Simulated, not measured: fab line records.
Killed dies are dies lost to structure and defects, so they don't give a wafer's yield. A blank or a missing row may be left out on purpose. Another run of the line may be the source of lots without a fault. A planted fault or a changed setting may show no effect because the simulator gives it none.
Chamber matching || flow nand-harc || rie-diel-04 running NHARC_A_STAIRCASE_ETCH_169: 4 sister chambers
The step etches the open film in CH3F/O2, target depth 50 nm, time 107.1 s. 27 wafers are shown with their chamber, then 12 later ones without.

== WAFERS PAIRED WITH THEIR CHAMBERS ==
{"wafer": "L074.1", "chamber": 0, "drypump-motor-current-A (A)": 6.7, "showerhead-plenum-p-Torr (Torr)": 2.51, "rf-vpp-V (V)": 244.5}
{"wafer": "L074.2", "chamber": 3, "drypump-motor-current-A (A)": 5.6, "showerhead-plenum-p-Torr (Torr)": 2.32, "rf-vpp-V (V)": 242.6}
{"wafer": "L074.6", "chamber": 2, "drypump-motor-current-A (A)": 5.6, "showerhead-plenum-p-Torr (Torr)": 2.51, "rf-vpp-V (V)": 245.4}
{"wafer": "L075.2", "chamber": 0, "drypump-motor-current-A (A)": 6.7, "showerhead-plenum-p-Torr (Torr)": 2.51, "rf-vpp-V (V)": 245.7}
{"wafer": "L075.4", "chamber": 2, "drypump-motor-current-A (A)": 5.6, "showerhead-plenum-p-Torr (Torr)": 2.50, "rf-vpp-V (V)": 244.9}
{"wafer": "L075.5", "chamber": 0, "drypump-motor-current-A (A)": 6.7, "showerhead-plenum-p-Torr (Torr)": 2.51, "rf-vpp-V (V)": 245.3}
{"wafer": "L077.2", "chamber": 2, "drypump-motor-current-A (A)": 5.6, "showerhead-plenum-p-Torr (Torr)": 2.50, "rf-vpp-V (V)": 244.2}
{"wafer": "L077.4", "chamber": 1, "drypump-motor-current-A (A)": 4.7, "showerhead-plenum-p-Torr (Torr)": 2.46, "rf-vpp-V (V)": 244.6}
{"wafer": "L077.6", "chamber": 1, "drypump-motor-current-A (A)": 4.7, "showerhead-plenum-p-Torr (Torr)": 2.46, "rf-vpp-V (V)": 244.7}
{"wafer": "L079.1", "chamber": 2, "drypump-motor-current-A (A)": 5.6, "showerhead-plenum-p-Torr (Torr)": 2.50, "rf-vpp-V (V)": 245.4}
{"wafer": "L079.3", "chamber": 3, "drypump-motor-current-A (A)": 5.6, "showerhead-plenum-p-Torr (Torr)": 2.32, "rf-vpp-V (V)": 243.2}
{"wafer": "L079.6", "chamber": 3, "drypump-motor-current-A (A)": 5.6, "showerhead-plenum-p-Torr (Torr)": 2.32, "rf-vpp-V (V)": 242.9}
{"wafer": "L084.1", "chamber": 3, "drypump-motor-current-A (A)": 5.6, "showerhead-plenum-p-Torr (Torr)": 2.32, "rf-vpp-V (V)": 243.1}
{"wafer": "L084.2", "chamber": 1, "drypump-motor-current-A (A)": 4.7, "showerhead-plenum-p-Torr (Torr)": 2.46, "rf-vpp-V (V)": 243.7}
{"wafer": "L084.6", "chamber": 1, "drypump-motor-current-A (A)": 4.6, "showerhead-plenum-p-Torr (Torr)": 2.46, "rf-vpp-V (V)": 244.3}
{"wafer": "L085.1", "chamber": 2, "drypump-motor-current-A (A)": 5.6, "showerhead-plenum-p-Torr (Torr)": 2.50, "rf-vpp-V (V)": 244.8}
{"wafer": "L085.5", "chamber": 2, "drypump-motor-current-A (A)": 5.6, "showerhead-plenum-p-Torr (Torr)": 2.50, "rf-vpp-V (V)": 244.2}
{"wafer": "L085.6", "chamber": 1, "drypump-motor-current-A (A)": 4.7, "showerhead-plenum-p-Torr (Torr)": 2.46, "rf-vpp-V (V)": 245.8}
{"wafer": "L087.2", "chamber": 1, "drypump-motor-current-A (A)": 4.6, "showerhead-plenum-p-Torr (Torr)": 2.45, "rf-vpp-V (V)": 242.9}
{"wafer": "L087.3", "chamber": 3, "drypump-motor-current-A (A)": 5.6, "showerhead-plenum-p-Torr (Torr)": 2.31, "rf-vpp-V (V)": 243.2}
{"wafer": "L087.4", "chamber": 0, "drypump-motor-current-A (A)": 6.7, "showerhead-plenum-p-Torr (Torr)": 2.50, "rf-vpp-V (V)": 245.6}
{"wafer": "L089.2", "chamber": 0, "drypump-motor-current-A (A)": 6.7, "showerhead-plenum-p-Torr (Torr)": 2.50, "rf-vpp-V (V)": 244.5}
{"wafer": "L089.4", "chamber": 1, "drypump-motor-current-A (A)": 4.7, "showerhead-plenum-p-Torr (Torr)": 2.45, "rf-vpp-V (V)": 243.0}
{"wafer": "L089.6", "chamber": 2, "drypump-motor-current-A (A)": 5.6, "showerhead-plenum-p-Torr (Torr)": 2.49, "rf-vpp-V (V)": 245.0}
{"wafer": "L091.1", "chamber": 0, "drypump-motor-current-A (A)": 6.7, "showerhead-plenum-p-Torr (Torr)": 2.50, "rf-vpp-V (V)": 245.3}
{"wafer": "L091.3", "chamber": 1, "drypump-motor-current-A (A)": 4.7, "showerhead-plenum-p-Torr (Torr)": 2.45, "rf-vpp-V (V)": 243.1}
{"wafer": "L091.5", "chamber": 1, "drypump-motor-current-A (A)": 4.7, "showerhead-plenum-p-Torr (Torr)": 2.45, "rf-vpp-V (V)": 243.3}

SIGNATURES, as means of the wafers listed above
{"reading": "drypump-motor-current-A", "chamber 0": 6.700, "chamber 1": 4.678, "chamber 2": 5.600, "chamber 3": 5.600, "scatter within a chamber": 0.026}
{"reading": "showerhead-plenum-p-Torr", "chamber 0": 2.5050, "chamber 1": 2.4556, "chamber 2": 2.5000, "chamber 3": 2.3180, "scatter within a chamber": 0.00533}
{"reading": "rf-vpp-V", "chamber 0": 245.150, "chamber 1": 243.933, "chamber 2": 244.843, "chamber 3": 243.000, "scatter within a chamber": 0.688}
Rule: a wafer's distance from a chamber is the root of the sum, over the readings, of the square of ((its reading less the chamber's mean) divided by the reading's scatter). The wafer belongs to the nearest chamber; if the next one is less than 2 further off, it can't be placed. The scatter is the square root of a quotient: the sum, over the shown wafers, of each reading's squared deviation from its chamber's mean, divided by wafers minus chambers.

== WAFERS MISSING THEIR CHAMBER ==
{"wafer": "L092.2", "drypump-motor-current-A (A)": 4.7, "showerhead-plenum-p-Torr (Torr)": 2.45, "rf-vpp-V (V)": 245.2}
{"wafer": "L092.4", "drypump-motor-current-A (A)": 5.6, "showerhead-plenum-p-Torr (Torr)": 2.49, "rf-vpp-V (V)": 246.2}
{"wafer": "L092.5", "drypump-motor-current-A (A)": 4.6, "showerhead-plenum-p-Torr (Torr)": 2.45, "rf-vpp-V (V)": 243.3}
{"wafer": "L094.1", "drypump-motor-current-A (A)": 5.6, "showerhead-plenum-p-Torr (Torr)": 2.31, "rf-vpp-V (V)": 244.3}
{"wafer": "L094.3", "drypump-motor-current-A (A)": 5.6, "showerhead-plenum-p-Torr (Torr)": 2.49, "rf-vpp-V (V)": 245.7}
{"wafer": "L094.5", "drypump-motor-current-A (A)": 5.6, "showerhead-plenum-p-Torr (Torr)": 2.31, "rf-vpp-V (V)": 241.7}
{"wafer": "L095.1", "drypump-motor-current-A (A)": 6.7, "showerhead-plenum-p-Torr (Torr)": 2.49, "rf-vpp-V (V)": 244.9}
{"wafer": "L095.4", "drypump-motor-current-A (A)": 5.6, "showerhead-plenum-p-Torr (Torr)": 2.49, "rf-vpp-V (V)": 243.8}
{"wafer": "L095.6", "drypump-motor-current-A (A)": 6.7, "showerhead-plenum-p-Torr (Torr)": 2.49, "rf-vpp-V (V)": 245.7}
{"wafer": "L096.1", "drypump-motor-current-A (A)": 5.6, "showerhead-plenum-p-Torr (Torr)": 2.31, "rf-vpp-V (V)": 244.4}
{"wafer": "L096.5", "drypump-motor-current-A (A)": 4.7, "showerhead-plenum-p-Torr (Torr)": 2.45, "rf-vpp-V (V)": 244.3}
{"wafer": "L096.6", "drypump-motor-current-A (A)": 5.6, "showerhead-plenum-p-Torr (Torr)": 2.49, "rf-vpp-V (V)": 244.5}

== THE CHAMBER EACH PASSED THROUGH ==
{"wafer": "L092.2", "from the rows above": 1, "in truth": 1}
{"wafer": "L092.4", "from the rows above": 2, "in truth": 2}
{"wafer": "L092.5", "from the rows above": 1, "in truth": 1}
{"wafer": "L094.1", "from the rows above": 3, "in truth": 3}
{"wafer": "L094.3", "from the rows above": 2, "in truth": 2}
{"wafer": "L094.5", "from the rows above": 3, "in truth": 3}
{"wafer": "L095.1", "from the rows above": 0, "in truth": 0}
{"wafer": "L095.4", "from the rows above": 2, "in truth": 2}
{"wafer": "L095.6", "from the rows above": 0, "in truth": 0}
{"wafer": "L096.1", "from the rows above": 3, "in truth": 3}
{"wafer": "L096.5", "from the rows above": 1, "in truth": 1}
{"wafer": "L096.6", "from the rows above": 2, "in truth": 2}
Correct placement for 12 of the 12. From these rows, 0 cannot be placed. Placed wrongly: 0.
